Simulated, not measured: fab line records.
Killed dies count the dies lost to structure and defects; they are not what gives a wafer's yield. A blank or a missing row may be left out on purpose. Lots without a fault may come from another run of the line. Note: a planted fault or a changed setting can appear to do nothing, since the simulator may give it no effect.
Chamber matching	flow n5Finfet	N5_BEOL_M13_CMP_49 on cmp-04 has 4 sister chambers
The step polishes, stops on SiOC, t overpolish 17.1 s, target thk 420 nm. 20 wafers are shown with their chamber, then 10 later ones without.

EACH WAFER AND ITS CHAMBER
wafer	chamber	motorCurrentA (A)	barrierFieldEndpointS (s)	slurryFlowMlMin
L074.3	2	5.2	30.4	150.0
L074.4	3	6.7	29.7	149.8
L074.5	2	4.9	29.1	150.3
L075.3	0	5.1	29.0	149.0
L075.4	2	4.9	30.4	150.2
L075.6	3	6.6	30.6	150.1
L079.1	2	5.3	30.3	149.5
L079.3	0	5.1	29.0	150.0
L079.5	1	5.9	29.1	150.3
L082.1	1	6.1	29.6	150.7
L082.4	2	5.2	31.6	150.2
L082.5	2	5.1	31.6	149.9
L078.1	1	5.9	29.8	150.6
L078.4	2	5.1	30.4	149.8
L078.5	1	6.4	29.1	150.8
L084.2	2	5.1	31.4	150.0
L084.5	3	7.1	30.9	150.0
L084.6	2	5.1	30.7	150.1
L083.3	3	7.1	31.2	150.0
L083.5	2	5.1	31.7	149.3

SIGNATURES (averages over the wafers above)
reading	chamber 0	chamber 1	chamber 2	chamber 3	scatter within a chamber
motorCurrentA	5.100	6.075	5.100	6.875	0.179
barrierFieldEndpointS	29.000	29.400	30.760	30.600	0.694
slurryFlowMlMin	149.500	150.600	149.930	149.975	0.317
Rule: a wafer lies at a distance from a chamber equal to the root of the sum of squares, over the readings, of (its reading less the chamber's mean, divided by the reading's scatter). The wafer belongs to the nearest chamber; if the next one is less than 2 further off, it can't be placed. The scatter: the root of (the sum of the squares of (reading less its chamber's mean) over the shown wafers, divided by (wafers less chambers)).

WAFERS MISSING THEIR CHAMBER
wafer	motorCurrentA (A)	barrierFieldEndpointS (s)	slurryFlowMlMin
L083.6	5.9	29.3	149.0
L086.2	7.5	30.4	148.6
L086.3	5.2	29.7	149.8
L086.6	6.7	29.9	149.1
L085.2	5.2	30.3	150.5
L085.3	5.8	29.8	150.1
L085.5	5.3	31.0	148.7
L096.1	6.0	29.5	150.3
L096.3	5.4	31.1	150.0
L096.5	6.7	30.4	149.9

WHICH CHAMBER EACH WENT THROUGH
wafer	from the rows above	in truth
L083.6	can't be placed: 0 or 1 or 2 or 3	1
L086.2	3	3
L086.3	can't be placed: 0 or 2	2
L086.6	3	3
L085.2	can't be placed: 2 or 0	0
L085.3	can't be placed: 1 or 2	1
L085.5	can't be placed: 0 or 2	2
L096.1	1	1
L096.3	2	2
L096.5	3	3
Correctly placed: 5 of 10. Not placeable from these rows: 5 (in 5, the candidates include the true chamber). 0 placed wrongly.
